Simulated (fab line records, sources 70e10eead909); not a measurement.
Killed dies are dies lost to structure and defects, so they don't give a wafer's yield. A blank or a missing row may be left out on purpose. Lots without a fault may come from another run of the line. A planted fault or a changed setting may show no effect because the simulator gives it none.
fab line records | flow nand_harc
record lots=12 wafers=36 last_day=24
route steps=1159 shown A_CONTACT@860
lots that met no fault: from a run of the same line without faults
start_h: hours from the record's first day to the start of the lot's first wafer shown | wait_h: hours since the lot's step before | " the same as in the row above | L1.1+2: a row that stands for several wafers | - no value, or no start given | * or withheld: withheld | < > ~ a bound
route shown NAME@n: a module of which the file shows steps, and the number in the route of the first | usual: mean/standard deviation of fault-free wafers | same: alike in all rows | chamber/n: place in a boat | sites: the reading at each site | _std_site: their standard deviation | _edge_site: outer sites' mean less inner sites' | radius_mm: how far each site lies from the wafer's centre | mask NAME#n: copy n | behind: the tool/chamber that last shaped the wafer | hold: why the lot was held/for how many hours/how that ended | device: the transistor (n, p or np) that didn't switch | end of line: the same wafers' tests at the end of the route | a step without rows: its recipe alone | killed: dies lost to structure and defects at the first sort, not the wafer's yield | map: a wafer's dies, x killed, . not, _ none there
set.NAME: the setting as run; set.NAME@STEP: as run at that earlier step | model.NAME: the simulator's own value behind a step, which no gauge read
steps of the route over a sample of lots; a table a step, a row a wafer
services: from which hour (start_h, from the record's first day; less than 0 if before it) a tool's chamber was out of use, for how many hours, and why
## steps
# step NHARC_A_CONTACT_ETCH_50
# recipe target_depth_a=847 time_s=42.4 cf4_flow_sccm=100 chf3_flow_sccm=30 ar_flow_sccm=0 rf_w=500 bias_w=200 chemistry=CF4/CHF3
# usual drypump_motor_current_A=5.65/0.27 oes_product_au=0.951/0.023 rf_vpp_V=370.7/1.9 showerhead_plenum_p_Torr=1.57/0.054 throttle_valve_pct=16.804/0.0094
# columns lot.wafer tool chamber start_h wait_h drypump_motor_current_A oes_product_au rf_hours_counter_h rf_vpp_V showerhead_plenum_p_Torr throttle_valve_pct
L891.3 rie_diel-12 1 - - 5.80 0.959 33 369.3 1.56 16.823
L891.4 " 2 " " 5.86 0.963 - 369.6 1.52 16.791
L891.5 " 1 " " 5.79 0.968 - 371.3 1.56 16.801
L890.2 rie_diel-12 1 - - 5.77 0.928 34 370.1 1.56 16.812
L890.5 " 2 " " 5.87 0.916 - 368.3 1.52 16.809
L890.6 " 0 " " 5.52 0.917 - 372.7 1.64 16.805
L893.1 rie_diel-04 1 - - 5.55 0.949 25 373.7 1.68 16.802
L893.3 " 2 " " 5.06 0.944 28 371.9 1.58 16.800
L893.4 " 3 " " 5.74 0.942 28 371.7 1.61 16.793
L895.2 rie_diel-02 3 - - 4.90 0.929 26 370.2 1.55 16.801
L895.5 " 1 " " 5.79 0.919 - 370.4 1.55 16.796
L895.6 " 2 " " 6.22 0.921 - 372.2 1.63 16.786
L896.4 rie_diel-12 3 - - 5.40 0.952 2 369.0 1.52 16.817
L896.3 " 0 " " 5.51 0.957 2 373.2 1.64 16.815
L896.5 " 1 " " 5.81 0.978 - 370.2 1.56 16.789
L898.3 rie_diel-12 0 - - 5.52 0.957 3 375.1 1.64 16.803
L898.2 " 1 " " 5.81 0.966 4 370.1 1.56 16.814
L898.4 " 2 " " 5.87 0.968 4 368.7 1.51 16.799
L899.1 rie_diel-12 0 - - 5.53 0.967 4 373.8 1.64 16.792
L899.2 " 2 " " 5.88 0.958 4 368.6 1.51 16.804
L899.6 " 1 " " 5.76 0.967 - 370.9 1.56 16.804
L902.2 rie_diel-12 1 - - 5.78 0.973 8 370.7 1.56 16.806
L902.5 " 3 " " 5.36 0.979 - 369.7 1.52 16.803
L902.6 " 0 " " 5.52 0.961 - 372.5 1.64 16.800
L900.4 rie_diel-12 0 - - 5.50 0.922 8 373.2 1.64 16.810
L900.2 " 1 " " 5.79 0.926 9 369.2 1.56 16.800
L900.5 " 3 " " 5.47 0.927 - 368.1 1.52 16.823
L910.4 rie_diel-02 0 - - 5.62 0.922 64 372.6 1.64 16.811
L910.1 " 1 " " 5.80 0.922 64 369.0 1.54 16.811
L910.5 " 0 " " 5.62 0.920 - 373.7 1.64 16.791
L908.1 rie_diel-02 1 - - 5.84 0.928 65 369.8 1.54 16.812
L908.3 " 2 " " 6.22 0.919 62 372.0 1.63 16.802
L908.6 " 0 " " 5.63 0.920 - 372.0 1.64 16.810
L913.4 rie_diel-12 1 - - 5.79 0.947 22 371.1 1.55 16.803
L913.1 " 2 " " 5.86 0.951 21 369.1 1.51 16.802
L913.2 " 0 " " 5.50 0.948 21 372.6 1.64 16.810
# step NHARC_A_CONTACT_ETCH_113
# recipe source_w=withheld pressure_mtorr=20 bias_v=3000 time_s=94 target_depth_a=9220 ar_flow_sccm=withheld c4f8_flow_sccm=withheld o2_flow_sccm=withheld chemistry=C4F8/O2/Ar
# columns lot.wafer tool chamber start_h wait_h rf_hours_counter_h
L891.3 har_cap_etch-01 0 368.82 0.1 -
L891.4 " 1 " " -
L891.5 " 0 " " -
L890.2 har_cap_etch-01 1 372.54 0.1 57
L890.6 " 0 " " -
L890.5 " 1 " " -
L893.1 har_cap_etch-02 1 379.25 0.1 9
L893.4 " 0 " " -
L893.3 " 1 " " -
L895.2 har_cap_etch-01 1 406.13 0.1 62
L895.5 " 0 " " -
L895.6 " 1 " " -
L896.4 har_cap_etch-03 1 409.57 0.1 -
L896.3 " 0 " " -
L896.5 " 1 " " -
L898.2 har_cap_etch-02 1 418.76 0.1 16
L898.3 " 1 " " -
L898.4 " 0 " " -
L899.2 har_cap_etch-01 1 420.89 0.1 64
L899.1 " 0 " " 64
L899.6 " 1 " " -
L902.2 har_cap_etch-02 0 436.29 0.1 20
L902.5 " 0 " " -
L902.6 " 1 " " -
L900.2 har_cap_etch-03 0 439.00 0.1 92
L900.4 " 0 " " -
L900.5 " 0 " " -
L910.1 har_cap_etch-01 0 494.35 0.1 77
L910.4 " 1 " " -
L910.5 " 1 " " -
L908.1 har_cap_etch-02 1 497.41 0.1 31
L908.3 " 0 " " -
L908.6 " 1 " " -
L913.1 har_cap_etch-01 1 510.35 0.1 81
L913.2 " 0 " " 81
L913.4 " 0 " " -
# step NHARC_A_CONTACT_ETCH_102
# recipe target_depth_a=700 overetch_a=70 time_s=38.5 ion_energy_ev=100 cf4_flow_sccm=80 o2_flow_sccm=20 ar_flow_sccm=0 rf_w=300 bias_w=100 chemistry=CF4/O2
# usual drypump_motor_current_A=5.6/0.33 oes_product_au=0.999/0.0074 rf_vpp_V=197.9/1.3 showerhead_plenum_p_Torr=1.34/0.048 throttle_valve_pct=13.398/0.0093
# columns lot.wafer tool chamber start_h wait_h drypump_motor_current_A oes_product_au rf_hours_counter_h rf_vpp_V showerhead_plenum_p_Torr throttle_valve_pct
L891.3 rie_diel-04 1 371.32 0.0 5.5 0.991 23 199.1 1.43 13.395
L891.4 " 2 " " 5.1 1.002 26 197.9 1.34 13.395
L891.5 " 1 " " 5.6 0.995 - 198.9 1.43 13.408
L890.2 rie_diel-12 0 374.63 0.1 5.5 0.993 36 200.8 1.40 13.401
L890.5 " 2 " " 5.9 0.991 - 195.7 1.28 13.420
L890.6 " 0 " " 5.5 0.990 - 197.3 1.40 13.381
L893.1 rie_diel-04 3 382.86 1.5 5.7 0.990 30 197.5 1.37 13.398
L893.3 " 0 " " 5.4 0.992 29 198.5 1.29 13.400
L893.4 " 1 " " 5.5 0.991 29 199.1 1.43 13.398
L895.2 rie_diel-02 2 408.14 0.1 6.2 0.996 30 199.1 1.39 13.394
L895.6 " 0 " " 5.6 0.987 - 199.8 1.40 13.401
L895.5 " 1 " " 5.8 0.996 - 199.0 1.31 13.403
L896.4 rie_diel-02 1 411.58 0.1 5.8 0.990 32 198.3 1.31 13.398
L896.3 " 2 " " 6.2 0.995 31 200.2 1.39 13.390
L896.5 " 0 " " 5.6 0.988 - 198.7 1.40 13.400
L898.4 rie_diel-02 0 420.88 0.1 5.6 0.997 36 199.4 1.40 13.389
L898.2 " 2 " " 6.2 0.994 33 200.2 1.39 13.375
L898.3 " 3 " " 4.9 1.002 30 195.9 1.31 13.397
L899.1 rie_diel-04 2 422.93 0.1 5.0 0.997 45 198.0 1.33 13.397
L899.2 " 3 " " 5.8 0.997 43 199.6 1.37 13.407
L899.6 " 1 " " 5.5 1.001 - 200.0 1.42 13.386
L902.2 rie_diel-02 1 438.61 0.1 5.8 1.004 41 197.3 1.31 13.393
L902.5 " 1 " " 5.8 1.003 - 198.0 1.31 13.410
L902.6 " 2 " " 6.2 0.999 - 200.3 1.39 13.408
L900.2 rie_diel-02 0 441.01 0.1 5.6 0.999 42 199.0 1.40 13.390
L900.4 " 3 " " 4.9 1.009 36 197.1 1.31 13.398
L900.5 " 1 " " 5.8 0.995 - 196.0 1.31 13.386
L910.1 rie_diel-02 0 496.92 0.1 5.6 0.991 66 199.3 1.39 13.400
L910.4 " 2 " " 6.2 0.995 - 199.0 1.38 13.414
L910.5 " 0 " " 5.6 0.982 - 200.8 1.39 13.396
L908.3 rie_diel-04 3 500.70 0.2 5.7 1.004 10 197.9 1.36 13.412
L908.1 " 2 " " 5.1 1.008 9 197.0 1.33 13.384
L908.6 " 3 " " 5.7 0.997 - 200.1 1.36 13.405
L913.4 rie_diel-04 0 512.49 0.1 5.4 1.004 14 197.9 1.28 13.397
L913.1 " 2 " " 5.1 1.012 13 198.6 1.33 13.401
L913.2 " 3 " " 5.7 1.003 14 197.8 1.36 13.385
# step NHARC_A_CONTACT_DEP_58
# recipe target_thk_a=600 target_thk_nm=60 temp_c=400 pressure_torr=3.5 flow_sccm=200 rf_w=350 material=SiON
# usual heater_power_w=739/83 rf_fwd_power_W=348.1/1.1
# columns lot.wafer tool chamber start_h wait_h heater_power_w rf_fwd_power_W
L891.3 pecvd-01 1 378.62 1.0 768 347.4
L891.5 " 2 " " 736 346.3
L891.4 " 1 " " 785 346.5
L890.2 pecvd-03 1 380.21 1.3 733 347.8
L890.6 " 0 " " 631 347.9
L890.5 " 1 " " 729 348.4
L893.1 pecvd-03 2 385.33 1.4 790 348.3
L893.3 " 0 " " 613 349.5
L893.4 " 1 " " 784 346.5
L895.2 pecvd-01 2 414.09 1.2 767 346.8
L895.6 " 2 " " 761 347.1
L895.5 " 0 " " 687 346.7
L896.3 pecvd-01 1 415.70 0.9 735 348.9
L896.4 " 0 " " 721 349.0
L896.5 " 1 " " 750 348.2
L898.3 pecvd-02 0 424.30 0.9 738 348.7
L898.2 " 2 " " 834 349.1
L898.4 " 0 " " 734 349.1
L899.1 pecvd-03 2 426.05 1.5 823 348.4
L899.2 " 1 " " 830 348.7
L899.6 " 0 " " 645 349.0
L902.2 pecvd-03 2 441.06 1.2 779 348.0
L902.6 " 2 " " 802 349.3
L902.5 " 0 " " 597 348.2
L900.2 pecvd-02 1 443.45 1.2 756 348.4
L900.4 " 0 " " 658 348.9
L900.5 " 1 " " 775 348.2
L910.1 pecvd-01 1 499.55 1.6 801 293.4
L910.4 " 2 " " 745 292.0
L910.5 " 0 " " 794 292.0
L908.3 pecvd-01 0 504.09 0.9 723 292.7
L908.1 " 1 " " 769 292.4
L908.6 " 2 " " 759 290.4
L913.1 pecvd-03 1 515.41 1.5 760 348.6
L913.2 " 0 " " 511 347.4
L913.4 " 1 " " 774 349.3
## services
# columns tool chamber start_h hours kind
rie_diel-12 0 359.17 - clean
rie_diel-12 1 359.17 - clean
rie_diel-12 2 359.17 - clean
rie_diel-12 3 359.17 - clean
rie_diel-04 1 359.93 2.0 repair
rie_diel-02 0 361.78 - clean
rie_diel-02 1 361.78 - clean
rie_diel-02 3 366.58 10.0 repair
rie_diel-12 - 379.56 9.0 pm
har_cap_etch-01 - 381.60 1.5 repair
pecvd-01 - 418.31 13.0 pm
rie_diel-02 3 445.76 3.6 repair
har_cap_etch-03 - 451.41 0.4 repair
har_cap_etch-01 - 459.29 2.5 repair
rie_diel-04 1 463.98 8.4 repair
rie_diel-04 - 466.09 9.0 pm
pecvd-03 - 473.00 13.0 pm
rie_diel-02 - 491.24 0.7 repair
har_cap_etch-03 - 492.75 0.6 repair
rie_diel-12 2 493.22 6.1 repair
rie_diel-12 3 493.55 2.2 repair
rie_diel-02 3 495.51 2.1 repair
rie_diel-02 - 505.39 9.0 pm
pecvd-02 - 515.16 13.0 pm
## key
first_sign step=NHARC_A_CONTACT_DEP_58 reading=rf_fwd_power_W direction=down sigmas=51 usual=* struck=*
effect none on later readings
met_at NHARC_A_CONTACT_DEP_58
struck_lots L908,L910
tester_left_out L908,L910
not_acting_at NHARC_A_CONTACT_ETCH_50,NHARC_A_CONTACT_ETCH_113,NHARC_A_CONTACT_ETCH_102
onset_between 415.70 499.55
fault kind=process_parameter_drift tool=pecvd-01 chamber=- onset_h=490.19 steps=NHARC_A_CONTACT_DEP_58 channel=rf_w offset=* shape=step end_h=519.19 acts_in=* stated=*
# tester_left_out: of these lots the tester's yield and bins aren't shown, on N5 and GAA mostly nor the transistor test; their killed dies are dies lost to structure and defects alone, not to doping, threshold or leakage, so they don't give the yield
